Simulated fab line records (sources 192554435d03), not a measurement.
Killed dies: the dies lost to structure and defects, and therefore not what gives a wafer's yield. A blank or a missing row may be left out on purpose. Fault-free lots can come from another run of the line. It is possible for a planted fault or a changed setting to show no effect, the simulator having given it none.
Chamber matching    flow n5_finfet    3 sister chambers for N5_BEOL_M11_CURE_72 on uv_cure-01
The step cures SiCOH lowk, time 120 s. 3 wafers are shown with their chamber, then 9 later ones without.

WAFERS WITH THEIR CHAMBER
wafer   chamber  wafer_temp_C_max
L076.5  0        372.1
L081.6  1        372.4
L084.4  2        371.2

WAFERS WITHOUT THEIR CHAMBER
wafer   wafer_temp_C_max
L085.1  372.9
L085.2  373.8
L085.5  373.1
L086.2  372.1
L086.4  373.1
L086.6  373.0
L089.1  373.2
L089.2  372.5
L089.6  371.8

CHAMBER TAKEN BY EACH
wafer   from the rows above           in truth
L085.1  can't be placed: 1 or 0 or 2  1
L085.2  can't be placed: 1 or 0 or 2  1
L085.5  can't be placed: 1 or 0 or 2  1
L086.2  can't be placed: 0 or 1 or 2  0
L086.4  can't be placed: 1 or 0 or 2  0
L086.6  can't be placed: 1 or 0 or 2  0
L089.1  can't be placed: 1 or 0 or 2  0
L089.2  can't be placed: 1 or 0 or 2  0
L089.6  can't be placed: 0 or 1 or 2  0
Correctly placed: 0 of 9. Can't be placed from these rows: 9 (the true chamber is among the candidates in 9). 0 placed wrongly.
How it was worked out, from the rows above alone: a wafer's distance from a chamber is the root of the sum, over the readings, of the square of ((its reading less the chamber's mean) divided by the reading's scatter). The wafer belongs to the nearest chamber; if the next one is less than 2 further off, it can't be placed. A chamber's mean is the mean of its shown wafers. The scatter: with one shown wafer a chamber, the root of the mean of the squares of how far each hidden wafer lies from its nearest shown one.
